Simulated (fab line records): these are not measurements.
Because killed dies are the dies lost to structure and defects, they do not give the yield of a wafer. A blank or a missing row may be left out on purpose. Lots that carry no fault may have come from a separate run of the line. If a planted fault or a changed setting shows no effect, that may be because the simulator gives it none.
fab line records ; flow n5Finfet
[record] lots = 7; wafers = 21
route steps=1938 shown PMOS_HMC_CHANNEL_EPI@57 FIN_SAQP@125 FIN_CUT@160 DUMMY_GATE@243 SD_EPI_P@312 SD_ACTIVATION@330
startH: hours from the record's first day to the start of the lot's first wafer shown ; waitH: hours elapsed since this lot's preceding step ; " as in the row above ; L1.1+2: a single row standing in for several wafers ; - value missing, or start not given ; * or withheld: withheld ; < > ~ a bound
route shown NAME@n: NAME is a module with steps in the file, n the number in the route of the first one ; usual: mean/standard deviation of fault-free wafers ; same: alike in all rows ; chamber/n: place in a boat ; sites: per-site readings ; _std_site: how widely they spread, as a standard deviation ; _edge_site: mean of outer sites minus mean of inner sites ; radiusMm: how far each site lies from the wafer's centre ; mask NAME#n: copy n ; behind: the most recent tool/chamber to have shaped the wafer ; hold: why the lot went on hold/how many hours it stayed there/how the hold came to an end ; device: the n, p or np transistor that did not switch ; end of line: the route-end tests of the same wafers ; for a step that has no rows: nothing shown but its recipe ; killed: not the wafer's yield, but the dies lost to structure and defects at the first sort ; map: dies across one wafer; x = killed, . = not, _ = none there
set.NAME: the setting that was run; set.NAME@STEP: the one run at that earlier step ; model.NAME: the simulator's own value behind a step, which no gauge read
lots whose settings were changed on purpose; a table a step, a row a wafer
[[steps]]
[step N5_PMOS_HMC_CHANNEL_EPI_HM_DEP_34]
[recipe] material = SiO2; targetThkA = 360; tempC = 400; precursor = TEOS/O2; pressureTorr = 6.5; rfW = 900; teosFlowSccm = 161.4; gas = O2; flowSccm = 2650; timeS = 6.9
lot.wafer;tool;chamber;startH;waitH;set.timeS;model.SiO2_of_PMOS_HMC_CHANNEL_EPI_HM_DEP_34.thkNm
L074.3;pecvd-01;1;17.96;0.0;6.9;35.99
L074.5;pecvd-01;2;17.96;0.0;6.006;31.33
L074.6;pecvd-01;0;17.96;0.0;6.9;36.66
L076.1;pecvd-03;0;28.83;0.0;7.494;38.81
L076.2;pecvd-03;1;28.83;0.0;7.494;38.61
L076.5;pecvd-03;0;28.83;0.0;6.9;36.22
L081.1;pecvd-03;2;58.97;0.0;7.554;39.75
L081.2;pecvd-03;0;58.97;0.0;6.9;36.13
L081.6;pecvd-03;1;58.97;0.0;7.554;39.9
L083.1;pecvd-03;0;71.20;0.0;6.9;35.24
L083.3;pecvd-03;2;71.20;0.0;6.9;35.86
L083.4;pecvd-03;1;71.20;0.0;6.9;35.76
L086.2;pecvd-04;0;88.64;0.0;6.9;34.96
L086.5;pecvd-04;0;88.64;0.0;6.169;32.57
L086.6;pecvd-04;2;88.64;0.0;6.9;35.25
L087.3;pecvd-01;2;94.71;0.0;6.9;35.84
L087.4;pecvd-01;0;94.71;0.0;6.9;37.01
L087.5;pecvd-01;1;94.71;0.0;6.9;37.22
L092.1;pecvd-03;1;124.77;0.0;6.9;35.79
L092.5;pecvd-03;2;124.77;0.0;6.348;34.08
L092.6;pecvd-03;1;124.77;0.0;6.9;36.34
[step N5_PMOS_HMC_CHANNEL_EPI_ETCH_32]
[recipe] chemistry = N2/H2; target = BARC; stopOn = SiO2; targetDepthA = 858; overEtchFrac = 0.3; timeS = 50.3; ionEnergyEv = 200; maskMaterial = CAR-ArF-block; pressureMtorr = 30; sourceW = 840; biasW = 150; n2FlowSccm = 200; h2FlowSccm = 200
[usual] rfVppV = 523.6/2.2
lot.wafer;tool;chamber;startH;waitH;set.biasW;rfVppV
L074.3;rieDiel-03;2;18.49;0.0;150;520.5
L074.5;rieDiel-03;3;18.49;0.0;150;522.4
L074.6;rieDiel-03;2;18.49;0.0;150;522.2
L076.1;rieDiel-04;2;29.25;0.0;124.3;465.4
L076.2;rieDiel-04;1;29.25;0.0;150;528.1
L076.5;rieDiel-04;0;29.25;0.0;150;527.4
L081.1;rieDiel-04;1;59.49;0.0;150;527.3
L081.2;rieDiel-04;3;59.49;0.0;150;521.7
L081.6;rieDiel-04;3;59.49;0.0;150;521.6
L083.1;rieDiel-01;0;71.60;0.0;150;523.9
L083.3;rieDiel-01;1;71.60;0.0;150;520.0
L083.4;rieDiel-01;2;71.60;0.0;150;525.5
L086.2;rieDiel-03;3;89.27;0.0;150;524.2
L086.5;rieDiel-03;3;89.27;0.0;150;524.4
L086.6;rieDiel-03;2;89.27;0.0;150;520.8
L087.3;rieDiel-01;0;95.95;0.0;150;525.4
L087.4;rieDiel-01;1;95.95;0.0;133.9;486.0
L087.5;rieDiel-01;2;95.95;0.0;133.9;487.9
L092.1;rieDiel-03;0;125.30;0.0;150;523.6
L092.5;rieDiel-03;2;125.30;0.0;150;520.5
L092.6;rieDiel-03;3;125.30;0.0;150;524.2
[step N5_FIN_SAQP_SPACER1_ALD_24]
[recipe] material = SiO2; targetThkA = 203; tempC = 300; aldPrecursorFamily = BDEAS; aldCoReactant = O2-plasma; pulseTimeS = 1; purgeTimeS = 2; coReactantPurgeTimeS = 2; aldCycles = 218; pressureTorr = 2
lot.wafer;tool;chamber;startH;waitH;set.aldCycles;model.SiO2_of_FIN_SAQP_SPACER1_ALD_24.thkNm
L074.3;aldSin-03;3;25.23;0.1;218;20
L074.5+6;aldSin-03;3,1;25.23;0.1;231;21.4
L076.1+2;aldSin-03;3,2;36.20;0.3;218;20.4
L076.5;aldSin-03;3;36.20;0.3;218;20.2
L081.1;aldSin-01;1;64.96;0.3;204;18.6
L081.2;aldSin-01;0;64.96;0.3;218;20.2
L081.6;aldSin-01;2;64.96;0.3;204;19
L083.1;aldSin-02;0;77.23;0.3;218;20.2
L083.3+4;aldSin-02;3,2;77.23;0.3;218;20.4
L086.2;aldSin-03;2;95.67;0.3;239;22.2
L086.5+6;aldSin-03;2,3;95.67;0.3;218;20.2
L087.3+4+5;aldSin-02;1,2,3;101.79;0.3;218;20.4
L092.1+5+6;aldSin-01;0,0,1;131.19;0.5;196;18.2
[step N5_FIN_SAQP_SPACER1_ETCHBACK_25]
[recipe] chemistry = CHF3/O2; mode = anisotropicEtchback; target = SiO2; targetDepthA = 244; timeS = 12.2; pressureMtorr = 30; sourceW = 650; biasW = 170; Ar_flow_sccm = 200; CHF3_flow_sccm = 50; O2_flow_sccm = 5; ionEnergyEv = 200
[step N5_FIN_SAQP_MANDREL1_REMOVE_56]
[recipe] chemistry = HBr/Cl2/O2; btTimeS = 10; target = a-Si; stopOn = SiNx; endpoint = OES-SiCl; overEtchFrac = 1; icpW = 600; biasW = 22; HBr_flow_sccm = 150; Cl2_flow_sccm = 80; O2_flow_sccm = 5; pressureMtorr = 10
lot.wafer;tool;chamber;startH;waitH;set.aldCycles@FIN_SAQP_SPACER1_ALD_24;model.FIN_SAQP.cdNm
L074.3;rieSi-03;1;26.21;0.1;218;20
L074.5+6;rieSi-03;2,3;26.21;0.1;231;21.4
L076.1;rieSi-01;3;37.01;0.1;218;20.4
L076.2+5;rieSi-01;0,2;37.01;0.1;218;20.2
L081.1;rieSi-01;0;65.77;0.1;204;18.6
L081.2;rieSi-01;3;65.77;0.1;218;20.2
L081.6;rieSi-01;1;65.77;0.1;204;18.8
L083.1;rieSi-03;2;78.04;0.1;218;20.2
L083.3+4;rieSi-03;0,3;78.04;0.1;218;20.4
L086.2;rieSi-04;0;96.47;0.1;239;22.2
L086.5+6;rieSi-04;2,1;96.47;0.1;218;20.2
L087.3;rieSi-01;0;102.60;0.1;218;20.4
L087.4+5;rieSi-01;2,3;102.60;0.1;218;20.6
L092.1+5;rieSi-01;0;132.34;0.1;196;18
L092.6;rieSi-01;1;132.34;0.1;196;18.2
[step N5_FIN_SAQP_CD_MEAS_27]
[recipe] targetCdNm = 20; landingEnergyEv = 1000; detector = seInlens; polarity = line
[usual] cdNm = 20.25/0.25
lot.wafer;tool;chamber;startH;waitH;set.aldCycles@FIN_SAQP_SPACER1_ALD_24;cdNm
L074.3;cdSem-02;0;26.34;0.1;218;20.47
L074.5;cdSem-02;0;26.34;0.1;231;21.23
L074.6;cdSem-02;0;26.34;0.1;231;21.60
L076.1;cdSem-01;0;37.12;0.1;218;20.66
L076.2;cdSem-01;0;37.12;0.1;218;20.83
L076.5;cdSem-01;0;37.12;0.1;218;20.44
L081.1;cdSem-01;0;65.88;0.1;204;18.46
L081.2;cdSem-01;0;65.88;0.1;218;20.39
L081.6;cdSem-01;0;65.88;0.1;204;18.68
L083.1;cdSem-02;0;78.15;0.1;218;20.34
L083.3;cdSem-02;0;78.15;0.1;218;20.14
L083.4;cdSem-02;0;78.15;0.1;218;20.35
L086.2;cdSem-01;0;96.58;0.1;239;22.06
L086.5;cdSem-01;0;96.58;0.1;218;20.22
L086.6;cdSem-01;0;96.58;0.1;218;20.28
L087.3;cdSem-03;0;102.72;0.1;218;20.60
L087.4;cdSem-03;0;102.72;0.1;218;20.90
L087.5;cdSem-03;0;102.72;0.1;218;20.55
L092.1;cdSem-02;0;132.45;0.1;196;18.16
L092.5;cdSem-02;0;132.45;0.1;196;18.07
L092.6;cdSem-02;0;132.45;0.1;196;17.91
[step N5_FIN_CUT_EXPOSE_05]
[recipe] maskId = FIN_CUT; na = 0.33; sourceShape = annular; sigmaInner = 0.35; sigmaOuter = 0.8; polarization = unpolarized; doseMj = 45.75
lot.wafer;tool;chamber;startH;waitH;mask;set.doseMj
L074.3+5;euvScanner-02;0;29.48;-;FIN_CUT#0;48.03
L074.6;euvScanner-02;0;29.48;-;FIN_CUT#0;45.75
L076.1+2+5;euvScanner-02;0;39.54;-;FIN_CUT#0;45.75
L081.1+2+6;euvScanner-01;0;68.43;-;FIN_CUT#0;45.75
L083.1+3+4;euvScanner-02;0;80.88;-;FIN_CUT#0;45.75
L086.2+5+6;euvScanner-02;0;100.33;-;FIN_CUT#0;45.75
L087.3;euvScanner-01;0;105.47;-;FIN_CUT#0;45.75
L087.4+5;euvScanner-01;0;105.47;-;FIN_CUT#0;44.76
L092.1+5;euvScanner-01;0;135.03;-;FIN_CUT#0;45.75
L092.6;euvScanner-01;0;135.03;-;FIN_CUT#0;46.7
[step N5_FIN_CUT_PEB_06]
[recipe] pebTempC = 100; pebTimeS = 60; resist = CAR-EUV
[step N5_FIN_CUT_DEVELOP_07]
[recipe] developTimeS = 30; developer = TMAH; resist = CAR-EUV; rinseLiquid = surfactantRinse; dry = airSpin; devTempC = 23
[step N5_FIN_CUT_DESCUM_13]
[recipe] chemistry = O2; timeS = 7; sourcePowerW = 50; biasPowerW = 20; pressureMtorr = 20; rfFrequencyHz = 2.712e+07; tempC = 40; resist = CAR-EUV; o2FlowSccm = 225
[step N5_FIN_CUT_ETCH_30]
[recipe] chemistry = N2/H2; target = underlayer; targetDepthA = 130; maskMaterial = CAR-EUV; timeS = 10.4; ionEnergyEv = 200; pressureMtorr = 30; sourceW = 840; biasW = 150; n2FlowSccm = 200; h2FlowSccm = 200; ends = cleared
lot.wafer;tool;chamber;startH;waitH;set.doseMj@FIN_CUT_EXPOSE_05;model.FIN_CUT.cdOffsetNm
L074.3+5;rieDiel-03;0;29.75;0.0;48.03;1
L074.6;rieDiel-03;2;29.75;0.0;45.75;0
L076.1+5;rieDiel-04;0,2;39.84;0.0;45.75;0.2
L076.2;rieDiel-04;2;39.84;0.0;45.75;0
L081.1+2+6;rieDiel-04;0,2,2;68.72;0.0;45.75;-0.2
L083.1;rieDiel-03;2;81.19;0.0;45.75;-0.2
L083.3+4;rieDiel-03;1;81.19;0.0;45.75;0
L086.2+6;rieDiel-04;0;100.61;0.0;45.75;0.2
L086.5;rieDiel-04;1;100.61;0.0;45.75;0.4
L087.3;rieDiel-04;2;105.75;0.0;45.75;-0.2
L087.4;rieDiel-04;0;105.75;0.0;44.76;-0.8
L087.5;rieDiel-04;0;105.75;0.0;44.76;-0.6
L092.1;rieDiel-03;0;135.32;0.0;45.75;-0.2
L092.5;rieDiel-03;1;135.32;0.0;45.75;0.2
L092.6;rieDiel-03;0;135.32;0.0;46.7;0.2
[step N5_FIN_CUT_ETCH_20]
[recipe] chemistry = CF4; target = SiARC; targetDepthA = 260; maskMaterial = CAR-EUV; timeS = 43.3; ionEnergyEv = 80; pressureMtorr = 40; sourceW = 545; biasW = 36; Ar_flow_sccm = 100; cf4FlowSccm = 100; ends = cleared
lot.wafer;tool;chamber;startH;waitH;set.doseMj@FIN_CUT_EXPOSE_05;model.FIN_CUT.cdOffsetNm
L074.3;rieDiel-03;0;29.77;0.0;48.03;0.8
L074.5;rieDiel-03;0;29.77;0.0;48.03;1
L074.6;rieDiel-03;2;29.77;0.0;45.75;-0.2
L076.1+5;rieDiel-04;0,2;39.86;0.0;45.75;0.2
L076.2;rieDiel-04;2;39.86;0.0;45.75;0
L081.1+2;rieDiel-04;0,2;68.74;0.0;45.75;-0.2
L081.6;rieDiel-04;2;68.74;0.0;45.75;-0.4
L083.1;rieDiel-03;2;81.21;0.0;45.75;-0.4
L083.3;rieDiel-03;1;81.21;0.0;45.75;0.2
L083.4;rieDiel-03;1;81.21;0.0;45.75;0
L086.2;rieDiel-04;0;100.63;0.0;45.75;0
L086.5+6;rieDiel-04;1,0;100.63;0.0;45.75;0.2
L087.3;rieDiel-04;2;105.77;0.0;45.75;-0.2
L087.4+5;rieDiel-04;0;105.77;0.0;44.76;-0.6
L092.1;rieDiel-03;0;135.34;0.0;45.75;-0.2
L092.5;rieDiel-03;1;135.34;0.0;45.75;0
L092.6;rieDiel-03;0;135.34;0.0;46.7;0.2
[step N5_FIN_CUT_ETCH_21]
[recipe] chemistry = N2/H2; target = SOC; targetDepthA = 2190; overetchA = 438; maskMaterial = SiARC; tempC = 40; ionEnergyEv = 100; biasW = 61; timeS = 523.5; pressureMtorr = 30; sourceW = 850; n2FlowSccm = 200; h2FlowSccm = 200
[usual] rfVppV = 240.6/1.3
lot.wafer;tool;chamber;startH;waitH;set.biasW;rfVppV;model.SiARC_of_FIN_CUT_COAT_19.thkNm
L074.3;rieDiel-03;0;29.81;0.0;52.27;219.4;13.2
L074.5;rieDiel-03;0;29.81;0.0;61;243.0;12.4
L074.6;rieDiel-03;2;29.81;0.0;61;239.9;12
L076.1;rieDiel-04;0;39.89;0.0;56.82;230.7;12.4
L076.2;rieDiel-04;2;39.89;0.0;61;240.4;12
L076.5;rieDiel-04;2;39.89;0.0;56.82;230.0;12.4
L081.1;rieDiel-04;0;68.78;0.0;69.63;264.3;11.2
L081.2;rieDiel-04;2;68.78;0.0;61;241.2;12
L081.6;rieDiel-04;2;68.78;0.0;69.63;262.1;11.4
L083.1;rieDiel-03;2;81.25;0.0;61;239.4;12
L083.3;rieDiel-03;1;81.25;0.0;61;240.8;12
L083.4;rieDiel-03;1;81.25;0.0;61;240.6;12
L086.2;rieDiel-04;0;100.67;0.0;61;242.4;12.2
L086.5;rieDiel-04;1;100.67;0.0;61;241.0;11.8
L086.6;rieDiel-04;0;100.67;0.0;61;242.7;12.2
L087.3;rieDiel-04;2;105.81;0.0;50.35;212.5;13
L087.4;rieDiel-04;0;105.81;0.0;61;241.5;12.2
L087.5;rieDiel-04;0;105.81;0.0;61;241.8;12
L092.1;rieDiel-03;0;135.38;0.0;65.14;251.7;12.2
L092.5;rieDiel-03;1;135.38;0.0;61;241.8;12
L092.6;rieDiel-03;0;135.38;0.0;61;241.5;12.6
[step N5_DUMMY_GATE_ETCH_31]
[recipe] chemistry = C4F6/O2; target = SiO2; maskMaterial = SOC; targetDepthA = 825; timeS = 27.5; ionEnergyEv = 250; pressureMtorr = 30; sourceW = 345; biasW = 185; Ar_flow_sccm = 300; C4F6_flow_sccm = 10; O2_flow_sccm = 10
lot.wafer;tool;chamber;startH;waitH;set.targetDepthA;model.etch.depthNm;model.SOC_of_DUMMY_GATE_COAT_34.thkNm
L074.3;rieDiel-01;0;52.68;0.0;752.9;76.41;52.6
L074.5;rieDiel-01;1;52.68;0.0;825;80.62;52
L074.6;rieDiel-01;0;52.68;0.0;752.9;76.43;52.4
L076.1;rieDiel-03;2;59.53;0.0;878.6;87.43;51.2
L076.2;rieDiel-03;0;59.53;0.0;825;80.28;51.8
L076.5;rieDiel-03;3;59.53;0.0;878.6;89.17;51.2
L081.1;rieDiel-04;0;88.18;0.0;798.7;78.57;51.8
L081.2;rieDiel-04;1;88.18;0.0;825;82.96;51.4
L081.6;rieDiel-04;2;88.18;0.0;825;81.74;51.4
L083.1;rieDiel-03;1;100.12;0.0;825;82.5;52
L083.3;rieDiel-03;0;100.12;0.0;825;79.89;52.2
L083.4;rieDiel-03;3;100.12;0.0;825;83.92;51.8
L086.2;rieDiel-04;3;119.46;0.0;895.9;89.04;51.2
L086.5;rieDiel-04;0;119.46;0.0;825;80.57;51.8
L086.6;rieDiel-04;1;119.46;0.0;825;81.78;51.8
L087.3;rieDiel-04;1;125.38;0.1;825;81.92;51.6
L087.4;rieDiel-04;1;125.38;0.1;825;82.76;51.8
L087.5;rieDiel-04;0;125.38;0.1;825;80.87;51.8
L092.1;rieDiel-03;1;155.25;0.0;825;81.98;52
L092.5;rieDiel-03;1;155.25;0.0;825;82.57;52
L092.6;rieDiel-03;2;155.25;0.0;763;75.5;52.4
[step N5_DUMMY_GATE_ETCH_32]
[recipe] chemistry = CF4; target = SiO2; targetDepthA = 35; timeS = 3.9; ionEnergyEv = 350; pressureMtorr = 10; icpW = 800; biasW = 400; cf4FlowSccm = 80
lot.wafer;tool;chamber;startH;waitH;set.timeS;model.etch.depthNm
L074.3;rieSi-02;3;52.92;0.1;3.58;3.31
L074.5;rieSi-02;0;52.92;0.1;3.9;3.447
L074.6;rieSi-02;1;52.92;0.1;3.9;3.437
L076.1;rieSi-06;2;59.77;0.1;3.319;3.004
L076.2;rieSi-06;3;59.77;0.1;3.319;2.909
L076.5;rieSi-06;0;59.77;0.1;3.9;3.407
L081.1;rieSi-02;0;88.43;0.1;3.9;3.434
L081.2;rieSi-02;1;88.43;0.1;3.9;3.44
L081.6;rieSi-02;0;88.43;0.1;4.659;4.096
L083.1;rieSi-06;1;100.37;0.1;3.9;3.442
L083.3;rieSi-06;0;100.37;0.1;3.9;3.46
L083.4;rieSi-06;2;100.37;0.1;3.9;3.522
L086.2;rieSi-06;2;119.71;0.1;4.699;4.245
L086.5;rieSi-06;0;119.71;0.1;3.9;3.413
L086.6;rieSi-06;3;119.71;0.1;3.9;3.402
L087.3;rieSi-02;0;125.63;0.1;3.9;3.464
L087.4;rieSi-02;3;125.63;0.1;3.119;2.768
L087.5;rieSi-02;2;125.63;0.1;3.9;3.506
L092.1;rieSi-05;0;155.49;0.1;3.9;3.497
L092.5;rieSi-05;1;155.49;0.1;3.9;3.366
L092.6;rieSi-05;2;155.49;0.1;3.9;3.491
[step N5_SD_EPI_P_ETCH_16]
[recipe] chemistry = CHF3/O2; target = SiO2; targetDepthA = 50; maskMaterial = SOC; pressureMtorr = 30; sourceW = 650; biasW = 170; Ar_flow_sccm = 200; CHF3_flow_sccm = 50; O2_flow_sccm = 5; ionEnergyEv = 200
lot.wafer;tool;chamber;startH;waitH;set.targetDepthA;model.etch.depthNm
L074.3;rieDiel-01;0;59.61;0.1;45.05;4.536
L074.5;rieDiel-01;2;59.61;0.1;45.05;4.395
L074.6;rieDiel-01;3;59.61;0.1;50;4.9
L076.1;rieDiel-04;0;66.96;0.1;50;4.977
L076.2;rieDiel-04;2;66.96;0.1;50;4.971
L076.5;rieDiel-04;0;66.96;0.1;45.45;4.519
L081.1;rieDiel-01;1;95.28;0.1;54.73;5.376
L081.2;rieDiel-01;2;95.28;0.1;54.73;5.271
L081.6;rieDiel-01;2;95.28;0.1;50;4.835
L083.1;rieDiel-01;2;108.49;0.1;50;4.824
L083.3;rieDiel-01;1;108.49;0.1;50;4.925
L083.4;rieDiel-01;0;108.49;0.1;50;5.014
L086.2;rieDiel-03;0;126.36;0.1;55.93;5.38
L086.5;rieDiel-03;2;126.36;0.1;55.93;5.511
L086.6;rieDiel-03;3;126.36;0.1;50;5.1
L087.3;rieDiel-03;3;134.21;0.1;50;5.025
L087.4;rieDiel-03;0;134.21;0.1;50;4.826
L087.5;rieDiel-03;2;134.21;0.1;50;4.946
L092.1;rieDiel-03;1;163.29;0.1;50;4.96
L092.5;rieDiel-03;3;163.29;0.1;50;5.03
L092.6;rieDiel-03;2;163.29;0.1;50;5.002
[step N5_SD_EPI_P_EPI_21]
[recipe] material = SiGe:B; dopant = B; tempC = 550; pressureTorr = 20; ambient = H2; timeS = 355
lot.wafer;tool;chamber;startH;waitH;set.epiGrowthTimeS;model.SiGe-B_of_SD_EPI_P_EPI_21.thkNm
L074.3;epiRpcvd-03;0;61.07;0.8;355;60.4
L074.5;epiRpcvd-03;0;61.07;0.8;355;59.4
L074.6;epiRpcvd-03;0;61.07;0.8;355;60
L076.1;epiRpcvd-03;0;67.69;0.1;355;61.6
L076.2;epiRpcvd-03;0;67.69;0.1;388.8;65.4
L076.5;epiRpcvd-03;0;69.13;1.5;388.8;65.8
L081.1;epiRpcvd-01;0;96.13;0.2;355;61
L081.2;epiRpcvd-01;0;96.13;0.2;355;60.8
L081.6;epiRpcvd-01;0;98.53;2.4;378;64.2
L083.1+4;epiRpcvd-03;0;109.26;0.1;355;61
L083.3;epiRpcvd-03;0;109.26;0.1;355;62
L086.2;epiRpcvd-03;0;127.46;0.5;367;63.2
L086.5;epiRpcvd-03;0;128.54;1.5;367;63.6
L086.6;epiRpcvd-03;0;128.54;1.5;355;61.4
L087.3;epiRpcvd-03;0;135.66;0.8;355;61
L087.4;epiRpcvd-03;0;135.66;0.8;375.4;62.8
L087.5;epiRpcvd-03;0;135.66;0.8;375.4;62.4
L092.1;epiRpcvd-02;0;164.14;0.2;330.3;57.4
L092.5+6;epiRpcvd-02;0;166.06;2.0;355;60.6
[step N5_SD_EPI_P_EPI_MEAS_23]
[recipe] mode = xrd
[usual] thkNm = 60.6/1.2
lot.wafer;tool;chamber;startH;waitH;set.epiGrowthTimeS@SD_EPI_P_EPI_21;thkNm
L074.3;filmMetro-01;-;62.55;1.1;355;60.2
L074.5;filmMetro-01;-;62.55;1.1;355;59.0
L074.6;filmMetro-01;-;62.55;1.1;355;59.6
L076.1;filmMetro-02;-;69.89;1.8;355;62.9
L076.2;filmMetro-02;-;69.89;1.8;388.8;65.7
L076.5;filmMetro-02;-;69.89;1.8;388.8;66.0
L081.1;filmMetro-01;-;99.05;2.4;355;60.1
L081.2;filmMetro-01;-;99.05;2.4;355;60.2
L081.6;filmMetro-01;-;99.05;2.4;378;63.0
L083.1;filmMetro-02;-;111.45;1.8;355;61.3
L083.3;filmMetro-02;-;111.45;1.8;355;62.0
L083.4;filmMetro-02;-;111.45;1.8;355;60.0
L086.2;filmMetro-01;-;129.29;1.5;367;64.7
L086.5;filmMetro-01;-;129.29;1.5;367;64.8
L086.6;filmMetro-01;-;129.29;1.5;355;60.2
L087.3;filmMetro-01;-;137.16;1.1;355;60.2
L087.4;filmMetro-01;-;137.16;1.1;375.4;63.5
L087.5;filmMetro-01;-;137.16;1.1;375.4;62.9
L092.1;filmMetro-02;-;167.05;2.4;330.3;57.5
L092.5;filmMetro-02;-;167.05;2.4;355;60.4
L092.6;filmMetro-02;-;167.05;2.4;355;60.2
[step N5_SD_EPI_P_HM_STRIP_48]
[recipe] chemistry = H3PO4; tempC = 160; material = SiNx; target = SiNx; targetDepthA = 30; overetchFraction = 0.3
[step N5_SD_EPI_P_SRD_49]
[recipe] dry = ipaMarangoni; timeS = 30; tempC = 23; rinseLiquid = diw
[step N5_SD_EPI_P_PRECLEAN_24]
[recipe] chemistry = O3/DIW; timeS = 45; tempC = 22; o3Ppm = 10
lot.wafer;tool;chamber;startH;waitH;set.epiGrowthTimeS@SD_EPI_P_EPI_21;model.SiGe-B_of_SD_EPI_P_EPI_21.thkNm
L074.3;wetBench-05;3;62.65;0.0;355;59.8
L074.5;wetBench-05;2;62.65;0.0;355;59
L074.6;wetBench-05;4;62.65;0.0;355;59.6
L076.1;wetBench-05;0;70.00;0.0;355;61.2
L076.2;wetBench-05;2;70.00;0.0;388.8;65
L076.5;wetBench-05;5;70.00;0.0;388.8;65.2
L081.1;wetBench-06;4;99.22;0.0;355;60.6
L081.2;wetBench-06;6;99.22;0.0;355;60.4
L081.6;wetBench-06;2;99.22;0.0;378;63.6
L083.1;wetBench-06;0;111.63;0.0;355;60.6
L083.3;wetBench-06;4;111.63;0.0;355;61.6
L083.4;wetBench-06;7;111.63;0.0;355;60.4
L086.2;wetBench-05;2;129.40;0.0;367;62.6
L086.5;wetBench-05;3;129.40;0.0;367;63
L086.6;wetBench-05;7;129.40;0.0;355;60.8
L087.3;wetBench-06;4;137.26;0.0;355;60.6
L087.4;wetBench-06;3;137.26;0.0;375.4;62.2
L087.5;wetBench-06;0;137.26;0.0;375.4;62
L092.1;wetBench-06;2;167.16;0.0;330.3;57
L092.5+6;wetBench-06;3,5;167.16;0.0;355;60.2
[step N5_SD_EPI_P_PRECLEAN_32]
[recipe] chemistry = dHF; timeS = 10; dilution = 500:1; tempC = 25
[step N5_SD_EPI_P_PRECLEAN_33]
[recipe] chemistry = SC2; timeS = 45; tempC = 35; mix = 1:1:50
[step N5_SD_ACTIVATION_RTA_00]
[recipe] tempC = 975; timeS = 0; ambient = N2; idleTempC = 600; rampUpCPerS = 150; rampDownCPerS = 60; coolToC = 600
[step N5_SD_ACTIVATION_LSA_01]
[recipe] tempC = 1080; timeS = 0.0008; ambient = N2
[step N5_SD_ACTIVATION_RS_MEAS_03]
[recipe] thkMeasGauge = four-point-probe
[usual] RS_SD_N = 21.86/0.25; RS_SD_P = 56.4/0.96
lot.wafer;tool;chamber;startH;waitH;set.epiGrowthTimeS@SD_EPI_P_EPI_21;RS_SD_N[ohm/sq];RS_SD_P[ohm/sq]
L074.3;filmMetro-02;-;63.22;0.2;355;21.95;57.5
L074.5;filmMetro-02;-;63.22;0.2;355;22.01;57.9
L074.6;filmMetro-02;-;63.22;0.2;355;22.30;58.1
L076.1;filmMetro-02;-;70.51;0.2;355;22.02;55.5
L076.2;filmMetro-02;-;70.51;0.2;388.8;21.65;52.7
L076.5;filmMetro-02;-;70.51;0.2;388.8;21.90;52.3
L081.1;filmMetro-01;-;100.13;0.2;355;21.89;56.0
L081.2;filmMetro-01;-;100.13;0.2;355;21.85;56.2
L081.6;filmMetro-01;-;100.13;0.2;378;21.84;53.1
L083.1;filmMetro-02;-;112.23;0.2;355;21.81;56.1
L083.3;filmMetro-02;-;112.23;0.2;355;21.58;55.1
L083.4;filmMetro-02;-;112.23;0.2;355;21.36;56.0
L086.2;filmMetro-02;-;129.92;0.2;367;21.89;54.7
L086.5;filmMetro-02;-;129.92;0.2;367;21.80;53.8
L086.6;filmMetro-02;-;129.92;0.2;355;21.97;56.3
L087.3;filmMetro-01;-;137.93;0.2;355;21.82;57.4
L087.4;filmMetro-01;-;137.93;0.2;375.4;21.58;56.3
L087.5;filmMetro-01;-;137.93;0.2;375.4;21.82;56.8
L092.1;filmMetro-02;-;167.67;0.2;330.3;21.70;59.0
L092.5;filmMetro-02;-;167.67;0.2;355;21.83;55.9
L092.6;filmMetro-02;-;167.67;0.2;355;21.94;55.9
[[key]]
[split] step = N5_PMOS_HMC_CHANNEL_EPI_HM_DEP_34; setting = timeS; stated = 6.9; by = wafer
[response] step = N5_PMOS_HMC_CHANNEL_EPI_HM_DEP_34; reading = model.SiO2_of_PMOS_HMC_CHANNEL_EPI_HM_DEP_34.thkNm; change = +0.323; per = 1%; r = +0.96
[split] step = N5_PMOS_HMC_CHANNEL_EPI_ETCH_32; setting = biasW; stated = 150; by = wafer
[response] step = N5_PMOS_HMC_CHANNEL_EPI_ETCH_32; reading = rfVppV; change = +3.63; per = 1%; r = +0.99
[split] step = N5_FIN_SAQP_SPACER1_ALD_24; setting = aldCycles; stated = 218; by = wafer
[response] step = N5_FIN_SAQP_SPACER1_ALD_24; reading = model.SiO2_of_FIN_SAQP_SPACER1_ALD_24.thkNm; change = +0.216; per = 1%; r = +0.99
[response] step = N5_FIN_SAQP_MANDREL1_REMOVE_56; reading = model.FIN_SAQP.cdNm; change = +0.22; per = 1%; r = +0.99
[response] step = N5_FIN_SAQP_CD_MEAS_27; reading = cdNm; change = +0.205; per = 1%; r = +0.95
[split] step = N5_FIN_CUT_EXPOSE_05; setting = doseMj; stated = 45.75; by = wafer
[response] step = N5_FIN_CUT_ETCH_30; reading = model.FIN_CUT.cdOffsetNm; change = +0.192; per = 1%; r = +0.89
[response] step = N5_FIN_CUT_ETCH_20; reading = model.FIN_CUT.cdOffsetNm; change = +0.206; per = 1%; r = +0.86
[split] step = N5_FIN_CUT_ETCH_21; setting = biasW; stated = 61; by = wafer
[response] step = N5_FIN_CUT_ETCH_21; reading = rfVppV; change = +1.59; per = 1%; r = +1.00
[response] step = N5_FIN_CUT_ETCH_21; reading = model.SiARC_of_FIN_CUT_COAT_19.thkNm; change = -0.054; per = 1%; r = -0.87
[split] step = N5_DUMMY_GATE_ETCH_31; setting = targetDepthA; stated = 825; by = wafer
[response] step = N5_DUMMY_GATE_ETCH_31; reading = model.etch.depthNm; change = +0.847; per = 1%; r = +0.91
[response] step = N5_DUMMY_GATE_ETCH_31; reading = model.SOC_of_DUMMY_GATE_COAT_34.thkNm; change = -0.0683; per = 1%; r = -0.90
[split] step = N5_DUMMY_GATE_ETCH_32; setting = timeS; stated = 3.9; by = wafer
[response] step = N5_DUMMY_GATE_ETCH_32; reading = model.etch.depthNm; change = +0.035; per = 1%; r = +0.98
[split] step = N5_SD_EPI_P_ETCH_16; setting = targetDepthA; stated = 50; by = wafer
[response] step = N5_SD_EPI_P_ETCH_16; reading = model.etch.depthNm; change = +0.0417; per = 1%; r = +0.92
[split] step = N5_SD_EPI_P_EPI_21; setting = epiGrowthTimeS; stated = 355; by = wafer
[response] step = N5_SD_EPI_P_EPI_21; reading = model.SiGe-B_of_SD_EPI_P_EPI_21.thkNm; change = +0.433; per = 1%; r = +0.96
[response] step = N5_SD_EPI_P_EPI_MEAS_23; reading = thkNm; change = *; per = 1%; r = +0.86
[response] step = N5_SD_EPI_P_PRECLEAN_24; reading = model.SiGe-B_of_SD_EPI_P_EPI_21.thkNm; change = +0.421; per = 1%; r = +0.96
[response] step = N5_SD_ACTIVATION_RS_MEAS_03; reading = RS_SD_P; change = -0.365; per = 1%; r = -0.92
